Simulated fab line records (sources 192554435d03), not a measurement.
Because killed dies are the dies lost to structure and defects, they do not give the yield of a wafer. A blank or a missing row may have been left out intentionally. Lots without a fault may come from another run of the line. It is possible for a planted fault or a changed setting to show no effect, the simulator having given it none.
Comparing a struck lot with a sound one -- flow n5-finfet -- 22 steps out of a route of 1938
Sound: these wafers, L697.1, L697.4, L697.6. Struck: wafers L690.2, L690.5, L690.6. At the end, the cause is stated.
Order at every step that has rows: each side's tool, ch and its chambers, its first start. Under that, the readings that differ: sound wafers -- struck wafers -- difference of the means -- sigmas: that difference in standard deviations of wafers without a fault.
alike: words and numbers the same on both sides, and readings whose means are apart by under 2 such deviations; not compared: readings that were withheld, readings missing a value for some wafer, numbers with overlapping values and no deviation given by the record, and bounds like >300 which may hide the same value.
A row with sigmas, a row that says differs or no value, or rows on one side alone: a step with any of these is where the two part. Non-overlapping numbers with no deviation appear without sigmas and do not part them. A reading missing from all wafers of one side parts the sides only when that side holds two or more wafers.

first, 10 steps without rows for these wafers: N5_FIN_SAQP_PRECLEAN_44 (cleans in SC2, time 45 s); N5_FIN_SAQP_SRD_01 (time 30 s); N5_FIN_SAQP_ALD_61 (deposits SiO2, target thk 4 nm, pulse time 1 s, purge time 2 s); N5_FIN_SAQP_DENSIFY_62 (time 60 s); N5_FIN_SAQP_HM_DEP_03 (deposits SiNx from SiH4/NH3/N2, target thk 38 nm, time 33.6 s); N5_FIN_SAQP_PECVD_47 (deposits a-Si from SiH4/He, target thk 45 nm, time 36.3 s); N5_FIN_SAQP_PECVD_48 (deposits SiNx from SiH4/NH3/N2, target thk 25 nm, time 22.1 s); N5_FIN_SAQP_PECVD_06 (deposits a-Si from SiH4/He, target thk 60 nm, time 48.1 s); N5_FIN_SAQP_HM_DEP_72 (deposits SiO2 from SiH4/N2O, target thk 12 nm, time 7.2 s); N5_FIN_SAQP_COAT_49 (time 60 s, resist thk 100 nm).
N5_FIN_SAQP_COAT_50: time 60 s, resist thk 35 nm.
  sound on litho-track-02 ch 0, day 5 22:31; struck on litho-track-01 ch 0, day 4 03:55
reading,sound,struck,difference,sigmas
spin-speed-rpm (rpm),1499.9 1500.1 1500.4,1453.7 1453.2 1454.3,-46.4,-53
model.SiARC_of_FIN_SAQP_COAT_50.thk-nm (nm),35.07 34.99 35.03,35.56 35.45 35.58,+0.50,
then, 7 steps without rows for these wafers: N5_FIN_SAQP_COAT_10 (resist thk 90 nm); N5_FIN_SAQP_EBR_12; N5_FIN_SAQP_SOFTBAKE_11 (time 60 s); N5_FIN_SAQP_EXPOSE_13 (exposes mask FIN CORE, target cd 35.6 nm); N5_FIN_SAQP_PEB_14 (peb time 60 s); N5_FIN_SAQP_DEVELOP_15 (develop time 30 s); N5_FIN_SAQP_DESCUM_21 (chemistry O2, time 7.9 s).
N5_FIN_SAQP_ETCH_51: etches SiARC in CF4, target depth 45.5 nm, time 75.8 s.
  sound on rie-diel-05 ch 1,2, day 5 23:52; struck on rie-diel-03 ch 1,3, day 4 04:25
reading,sound,struck,difference,sigmas
model.etch.depth-nm (nm),35.07 34.99 35.03,35.56 35.45 35.58,+0.50,
  alike: drypump-motor-current-A, etch-rf-on-time-s, oes-product-au, rf-vpp-V, showerhead-plenum-p-Torr, throttle-valve-pct
  not compared: rf-hours-counter-h, model.CAR-ArF_of_FIN_SAQP_COAT_10.thk-nm
N5_FIN_SAQP_ETCH_52: etches SOC in N2/H2, target depth 100 nm, overetch 20 nm, time 150 s.
  sound on rie-diel-05 ch 1,2, day 5 23:55; struck on rie-diel-03 ch 1,3, day 4 04:29
reading,sound,struck,difference,sigmas
throttle-valve-pct (%),17.59 17.84 17.59,18.09 18.27 18.10,+0.48,+2
model.SiARC_of_FIN_SAQP_COAT_50.thk-nm (nm),29.25 29.17 29.14,29.78 29.57 29.79,+0.53,
  alike: drypump-motor-current-A, oes-product-au, rf-vpp-V, showerhead-plenum-p-Torr, temp-c
  not compared: rf-hours-counter-h
then, 1 step without rows for these wafers: N5_FIN_SAQP_STRIP_53 (strips in N2/H2).
-- a jump in the record: the struck wafers' starts before and after are 6 days apart (it breaks off in module FIN_SAQP and resumes in module BEOL_M4, where the first step shown is number 1111 of the route) --
N5_BEOL_M4_RC_MEAS_101:
  sound on prober-01 ch 0, day 12 08:23; struck on prober-01 ch 0, day 10 08:52
  alike: DIBL_N, DIBL_P, IOFF_N, IOFF_P, ION_N, ION_P, SS_N, SS_P, VT_N, VT_P

== WHERE THEY PART ==
Earliest at N5_FIN_SAQP_COAT_50; latest, in this record, at N5_FIN_SAQP_ETCH_52. Later steps at which nothing parts them and some readings are alike: N5_BEOL_M4_RC_MEAS_101.

WHY: what the simulator had put in
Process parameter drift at N5_FIN_SAQP_COAT_50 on litho-track-01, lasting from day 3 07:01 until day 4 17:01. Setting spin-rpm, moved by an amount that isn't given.
